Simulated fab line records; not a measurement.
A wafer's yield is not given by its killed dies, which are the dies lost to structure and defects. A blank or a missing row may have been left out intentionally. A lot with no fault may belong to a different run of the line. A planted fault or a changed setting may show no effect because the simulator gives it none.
Matching of chambers    flow n5 finfet    N5_BEOL_M10_ETCH_65 on rie diel-02: 4 sister chambers
The step etches SiARC in CF4, target depth 39 nm, time 65 s. 4 wafers are shown with their chamber, then 9 later ones without.

== WAFERS PAIRED WITH THEIR CHAMBERS ==
wafer   chamber  drypump motor current A (A)
L083.5  0        5.9
L089.2  3        5.6
L089.3  1        6.3
L089.6  2        6.0

== WAFERS WHOSE CHAMBER IS MISSING ==
wafer   drypump motor current A (A)
L090.4  6.3
L090.5  5.6
L090.6  6.0
L095.2  6.0
L095.3  5.6
L095.5  6.3
L096.1  6.3
L096.2  5.7
L096.3  5.9

== THE CHAMBER EACH PASSED THROUGH ==
wafer   from the rows above  in truth
L090.4  1                    1
L090.5  3                    3
L090.6  2                    2
L095.2  2                    2
L095.3  3                    3
L095.5  1                    1
L096.1  1                    1
L096.2  3                    3
L096.3  0                    0
Placed correctly: 9 of 9. Number that these rows cannot place: 0. Number placed wrongly: 0.
How it was worked out, from the rows above alone: a wafer's distance from a chamber is the root of the sum, over the readings, of the square of ((its reading less the chamber's mean) divided by the reading's scatter). The wafer belongs to the nearest chamber; if the next one is less than 2 further off, it can't be placed. Each chamber's mean is taken over the wafers shown for it. The scatter: root of mean squared gap, hidden wafer to nearest shown wafer, with one shown wafer a chamber.
